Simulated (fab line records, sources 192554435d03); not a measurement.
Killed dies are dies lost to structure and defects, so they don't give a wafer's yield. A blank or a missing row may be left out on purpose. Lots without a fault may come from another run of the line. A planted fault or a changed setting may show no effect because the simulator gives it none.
fab line records | flow n5_finfet
record lots=12 wafers=35 last_day=17
route steps=1938 shown PMOS_HMC_CHANNEL_EPI@81 FIN_SAQP@101
lots that met no fault: from a run of the same line without faults
start_h: hours from the record's first day to the start of the lot's first wafer shown | wait_h: hours since the lot's step before | " the same as in the row above | L1.1+2: a row that stands for several wafers | - no value, or no start given | * or withheld: withheld | < > ~ a bound
route shown NAME@n: a module of which the file shows steps, and the number in the route of the first | usual: mean/standard deviation of fault-free wafers | same: alike in all rows | chamber/n: place in a boat | sites: the reading at each site | _std_site: their standard deviation | _edge_site: outer sites' mean less inner sites' | radius_mm: how far each site lies from the wafer's centre | mask NAME#n: copy n | behind: the tool/chamber that last shaped the wafer | hold: why the lot was held/for how many hours/how that ended | device: the transistor (n, p or np) that didn't switch | end of line: the same wafers' tests at the end of the route | a step without rows: its recipe alone | killed: dies lost to structure and defects at the first sort, not the wafer's yield | map: a wafer's dies, x killed, . not, _ none there
set.NAME: the setting as run; set.NAME@STEP: as run at that earlier step | model.NAME: the simulator's own value behind a step, which no gauge read
steps of the route over a sample of lots; a table a step, a row a wafer
services: from which hour (start_h, from the record's first day; less than 0 if before it) a tool's chamber was out of use, for how many hours, and why
## steps
# step N5_PMOS_HMC_CHANNEL_EPI_CMP_21
# recipe material=SiGe30 post_cmp_clean=alkaline_brush target_thk_nm=54
# usual motor_current_A=12.3/0.95
# columns lot.wafer tool chamber start_h wait_h motor_current_A
L824.3 cmp-02 1 20.08 0.1 13.1
L824.4 " 3 " " 11.8
L824.5 " 0 " " 12.4
L825.2 cmp-02 3 25.76 0.0 12.3
L825.4 " 0 " " 12.6
L825.6 " 3 " " 12.2
L826.2 cmp-02 0 31.76 0.1 13.4
L826.5 " 3 " " 11.6
L826.6 " 0 " " 11.7
L827.1 cmp-01 2 37.15 0.1 10.6
L827.2 " 3 " " 11.9
L827.5 " 2 " " 10.1
L828.1 cmp-02 1 43.58 0.0 13.3
L828.2 " 0 " " 12.7
L828.6 " 2 " " 12.9
L830.1 cmp-01 2 55.44 0.1 10.2
L830.3 " 3 " " 11.8
L830.5 " 0 " " 11.5
L834.3 cmp-01 2 79.71 0.1 10.5
L834.2 " 3 " " 11.7
L834.6 " 2 " " 10.5
L835.1 cmp-04 2 85.13 0.0 12.6
L835.6 " 3 " " 11.7
L836.1 cmp-02 3 92.17 0.0 12.4
L836.2 " 0 " " 12.2
L836.5 " 3 " " 12.1
L842.2 cmp-01 0 130.09 0.1 12.4
L842.3 " 1 " " 13.8
L842.5 " 0 " " 11.8
L846.3 cmp-04 3 152.41 0.1 11.5
L846.5 " 2 " " 12.6
L846.6 " 3 " " 11.4
L847.2 cmp-02 3 157.56 0.0 11.9
L847.1 " 2 " " 12.2
L847.6 " 3 " " 12.0
# step N5_FIN_SAQP_THK_MEAS_07
# usual thk_nm=59.9/0.93
# columns lot.wafer tool chamber start_h wait_h thk_nm
L824.3 film_metro-01 - 21.97 0.1 59.4
L824.4 " - " " 59.2
L824.5 " - " " 60.1
L825.2 film_metro-02 - 27.53 0.1 58.8
L825.4 " - " " 60.2
L825.6 " - " " 60.2
L826.2 film_metro-02 - 33.51 0.1 59.6
L826.5 " - " " 60.7
L826.6 " - " " 60.7
L827.1 film_metro-01 - 39.86 0.1 59.5
L827.2 " - " " 58.1
L827.5 " - " " 60.8
L828.1 film_metro-02 - 45.30 0.1 59.8
L828.2 " - " " 59.6
L828.6 " - " " 60.5
L830.1 film_metro-01 - 56.97 0.1 59.1
L830.3 " - " " 59.5
L830.5 " - " " 60.5
L834.2 film_metro-01 - 81.28 0.1 58.4
L834.3 " - " " 58.0
L834.6 " - " " 59.3
L835.1 film_metro-01 - 87.08 0.1 59.0
L835.6 " - " " 59.2
L836.1 film_metro-01 - 94.12 0.1 60.1
L836.2 " - " " 59.0
L836.5 " - " " 60.3
L842.2 film_metro-02 - 131.67 0.1 59.1
L842.3 " - " " 59.7
L842.5 " - " " 61.2
L846.3 film_metro-01 - 154.02 0.1 61.1
L846.5 " - " " 62.2
L846.6 " - " " 60.8
L847.1 film_metro-01 - 159.33 0.1 58.4
L847.2 " - " " 59.5
L847.6 " - " " 60.2
# step N5_FIN_SAQP_ETCH_52
# recipe chemistry=N2/H2 target=SOC target_depth_a=1000 overetch_a=200 mask_material=SiARC temp_c=40 time_s=150 ion_energy_ev=200 pressure_mtorr=30 source_w=840 bias_w=150 n2_flow_sccm=200 h2_flow_sccm=200 ends=end_point
# usual drypump_motor_current_A=5.4/0.55 oes_product_au=0.66/0.057 rf_fwd_power_W=836.2/2.6 rf_vpp_V=522.9/2.3 showerhead_plenum_p_Torr=2.51/0.068 throttle_valve_pct=17.83/0.25
# columns lot.wafer tool chamber start_h wait_h drypump_motor_current_A oes_product_au rf_fwd_power_W rf_hours_counter_h rf_vpp_V showerhead_plenum_p_Torr throttle_valve_pct
L824.3 rie_diel-01 1 22.67 0.0 4.7 0.69 834.6 147 526.2 2.64 17.84
L824.4 " 2 " " 6.3 0.63 834.2 196 522.7 2.53 17.96
L824.5 " 1 " " 4.7 0.69 834.3 - 526.5 2.65 17.86
L825.2 rie_diel-05 0 28.20 0.0 5.9 0.61 835.0 221 522.9 2.53 17.80
L825.4 " 1 " " 6.4 0.71 839.1 118 520.6 2.48 17.94
L825.6 " 0 " " 6.0 0.61 839.9 - 523.2 2.53 17.80
L826.2 rie_diel-01 0 34.21 0.0 4.9 0.62 832.0 219 523.0 2.49 17.71
L826.5 " 0 " " 4.9 0.63 832.0 - 523.0 2.49 17.70
L826.6 " 1 " " 4.7 0.69 833.7 - 526.9 2.64 17.86
L827.1 rie_diel-05 2 40.46 0.0 5.2 0.81 837.3 18 525.1 2.58 17.22
L827.2 " 3 " " 4.9 0.69 836.0 136 520.5 2.45 17.80
L827.5 " 3 " " 4.9 0.69 834.1 - 521.8 2.45 17.80
L828.1 rie_diel-04 1 45.97 0.0 5.4 0.63 833.2 207 519.1 2.41 17.90
L828.2 " 0 " " 5.4 0.64 836.3 200 523.6 2.52 18.23
L828.6 " 3 " " 4.9 0.67 835.7 - 527.6 2.63 17.96
L830.1 rie_diel-01 2 57.65 0.0 6.3 0.63 841.2 206 522.7 2.53 17.97
L830.3 " 0 " " 4.9 0.61 831.3 228 522.9 2.48 17.71
L830.5 " 0 " " 4.9 0.62 832.7 - 523.2 2.48 17.73
L834.2 rie_diel-04 3 81.82 0.0 4.9 0.66 1034.0 162 491.8 2.63 17.99
L834.3 " 2 " " 5.3 0.66 833.7 154 520.4 2.46 17.68
L834.6 " 3 " " 4.9 0.66 1032.1 - 489.2 2.63 17.98
L835.1 rie_diel-05 3 87.93 0.0 4.9 0.68 836.7 152 521.6 2.44 17.84
L835.6 " 0 " " 5.9 0.61 832.8 - 523.8 2.52 17.82
L836.1 rie_diel-04 2 94.67 0.0 5.3 0.66 835.1 159 519.6 2.46 17.70
L836.2 " 3 " " 4.9 0.66 1037.4 168 488.3 2.63 18.00
L836.5 " 1 " " 5.3 0.62 833.9 - 521.1 2.40 17.91
L842.2 rie_diel-01 0 132.34 0.0 4.9 0.61 831.2 247 522.9 2.48 17.75
L842.3 " 1 " " 4.7 0.67 835.4 178 527.0 2.63 17.90
L842.5 " 2 " " 6.3 0.63 833.7 - 523.4 2.52 18.01
L846.3 rie_diel-05 3 154.82 0.0 4.9 0.66 838.8 179 520.3 2.43 17.88
L846.5 " 3 " " 4.9 0.65 837.6 - 520.9 2.43 17.88
L846.6 " 2 " " 5.2 0.75 832.6 - 524.7 2.57 17.29
L847.1 rie_diel-05 2 160.00 0.0 5.2 0.75 833.8 61 525.0 2.57 17.30
L847.2 " 3 " " 4.9 0.66 842.3 181 519.5 2.43 17.88
L847.6 " 1 " " 6.4 0.68 839.1 - 520.0 2.46 18.04
# step N5_FIN_SAQP_ETCH_57
# recipe chemistry=CH3F/O2 target=SiNx mask_material=SiO2 target_depth_a=325 time_s=46.4 pressure_mtorr=30 source_w=395 bias_w=73 Ar_flow_sccm=150 CH3F_flow_sccm=30 O2_flow_sccm=20 ion_energy_ev=120 ends=cleared
# usual drypump_motor_current_A=5.3/0.52 etch_rf_on_time_s=46.6/1.2 oes_product_au=0.62/0.048 rf_fwd_power_W=389.4/1.8 rf_vpp_V=299/9 showerhead_plenum_p_Torr=1.97/0.066 throttle_valve_pct=16.37/0.24
# columns lot.wafer tool chamber start_h wait_h drypump_motor_current_A etch_rf_on_time_s oes_product_au rf_fwd_power_W rf_hours_counter_h rf_vpp_V showerhead_plenum_p_Torr throttle_valve_pct
L824.3 rie_diel-04 0 24.78 0.1 5.5 45.6 0.62 390.8 193 303 1.98 16.67
L824.4 " 1 " " 5.3 46.6 0.60 391.5 200 302 1.88 16.24
L824.5 " 1 " " 5.3 46.4 0.60 391.1 - 304 1.88 16.24
L825.2 rie_diel-01 3 30.26 0.0 4.9 45.9 0.60 388.2 199 299 1.96 16.10
L825.4 " 2 " " 6.3 48.8 0.59 388.9 198 291 1.97 16.44
L825.6 " 1 " " 4.7 47.8 0.65 386.8 - 287 2.08 16.38
L826.2 rie_diel-05 2 36.42 0.0 5.2 44.8 0.78 389.0 17 299 2.05 15.86
L826.5 " 3 " " 4.9 47.0 0.67 390.9 - 285 1.93 16.40
L826.6 " 0 " " 5.9 47.5 0.58 390.7 - 301 1.96 16.22
L827.1 rie_diel-04 2 42.53 0.0 5.3 45.9 0.65 387.9 139 290 1.92 16.02
L827.2 " 3 " " 4.9 47.0 0.63 389.4 148 314 2.10 16.60
L827.5 " 1 " " 5.4 47.3 0.59 389.8 - 304 1.88 16.25
L828.1 rie_diel-01 1 47.98 0.0 4.7 46.7 0.65 386.8 154 288 2.08 16.39
L828.2 " 0 " " 4.9 45.4 0.59 385.4 224 311 1.99 16.49
L828.6 " 1 " " 4.7 46.0 0.65 384.0 - 288 2.08 16.41
L830.1 rie_diel-05 3 59.71 0.0 4.9 45.5 0.66 389.3 143 287 1.93 16.41
L830.3 " 0 " " 6.0 47.7 0.57 390.1 230 301 1.96 16.23
L830.5 " 2 " " 5.2 46.2 0.77 389.5 - 300 2.04 15.88
L834.2 rie_diel-01 2 84.17 0.0 6.3 47.7 0.57 389.8 216 290 1.97 16.45
L834.3 " 3 " " 4.8 46.8 0.59 388.5 216 301 1.96 16.13
L834.6 " 1 " " 4.7 46.5 0.64 388.8 - 288 2.08 16.42
L835.1 rie_diel-04 2 90.38 0.3 5.3 47.0 0.63 389.5 157 288 1.91 16.06
L835.6 " 0 " " 5.5 48.7 0.60 388.7 - 302 1.98 16.71
L836.1 rie_diel-01 2 96.63 0.0 6.3 48.3 0.58 387.9 219 291 1.97 16.46
L836.2 " 0 " " 4.9 45.5 0.59 385.5 242 313 1.98 16.53
L836.5 " 2 " " 6.3 47.9 0.58 389.2 - 289 1.97 16.48
L842.2 rie_diel-01 3 134.32 0.0 4.9 46.3 0.59 389.0 227 299 1.95 16.13
L842.3 " 2 " " 6.3 46.8 0.58 388.4 224 288 1.97 16.48
L842.5 " 3 " " 4.9 46.9 0.59 389.1 - 300 1.95 16.13
L846.3 rie_diel-04 3 156.90 0.0 4.8 45.4 0.59 389.3 192 315 2.08 16.68
L846.5 " 3 " " 4.9 48.7 0.60 388.9 - 315 2.08 16.70
L846.6 " 0 " " 5.4 46.6 0.58 390.9 - 303 1.97 16.76
L847.1 rie_diel-04 2 161.96 0.0 5.3 45.6 0.61 390.3 185 289 1.91 16.10
L847.2 " 3 " " 4.9 48.2 0.60 388.7 194 315 2.08 16.69
L847.6 " 2 " " 5.3 46.7 0.61 389.1 - 287 1.90 16.11
## services
# columns tool chamber start_h hours kind
cmp-02 - 0.55 4.0 pm
rie_diel-05 2 8.48 9.6 repair
rie_diel-01 - 10.68 2.8 pm
rie_diel-05 0 12.06 4.0 repair
cmp-01 - 30.41 4.0 pm
cmp-01 - 34.44 0.5 repair
cmp-04 - 38.74 3.1 repair
rie_diel-05 1 39.10 2.4 repair
cmp-04 - 45.22 5.4 repair
cmp-02 - 52.29 0.9 repair
cmp-02 - 65.60 2.1 repair
cmp-02 - 68.38 4.7 pm
rie_diel-05 - 71.46 0.8 repair
cmp-01 - 84.84 16.2 pm
rie_diel-01 - 102.19 4.3 pm
rie_diel-01 2 107.31 5.2 repair
rie_diel-05 2 120.99 4.6 repair
cmp-04 - 126.13 0.8 repair
cmp-04 - 133.17 4.0 pm
rie_diel-01 0 141.86 - clean
rie_diel-01 0 141.86 - consumable_replace:focus_ring
rie_diel-01 0 141.86 13.6 scheduled_down
rie_diel-01 0 141.86 13.6 vent_cycle
rie_diel-04 1 152.74 6.5 repair
## key
first_sign step=N5_FIN_SAQP_ETCH_52 reading=rf_fwd_power_W direction=up sigmas=77 usual=* struck=*
effect step=N5_FIN_SAQP_ETCH_52 reading=rf_vpp_V direction=down sigmas=14 usual=522.9 struck=489.8
met_at N5_FIN_SAQP_ETCH_52
struck_lots L834,L836
struck_wafers L834.2,L834.6,L836.2
tester_left_out L834,L836
not_acting_at N5_PMOS_HMC_CHANNEL_EPI_CMP_21,N5_FIN_SAQP_THK_MEAS_07,N5_FIN_SAQP_ETCH_57
onset_between 45.97 81.82
fault kind=process_parameter_drift tool=rie_diel-04 chamber=3 onset_h=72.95 steps=N5_FIN_SAQP_ETCH_52 channel=source_w offset=201.6 shape=step end_h=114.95 acts_in=these_recipes_only stated=840
# tester_left_out: of these lots the tester's yield and bins aren't shown, on N5 and GAA mostly nor the transistor test; their killed dies are dies lost to structure and defects alone, not to doping, threshold or leakage, so they don't give the yield
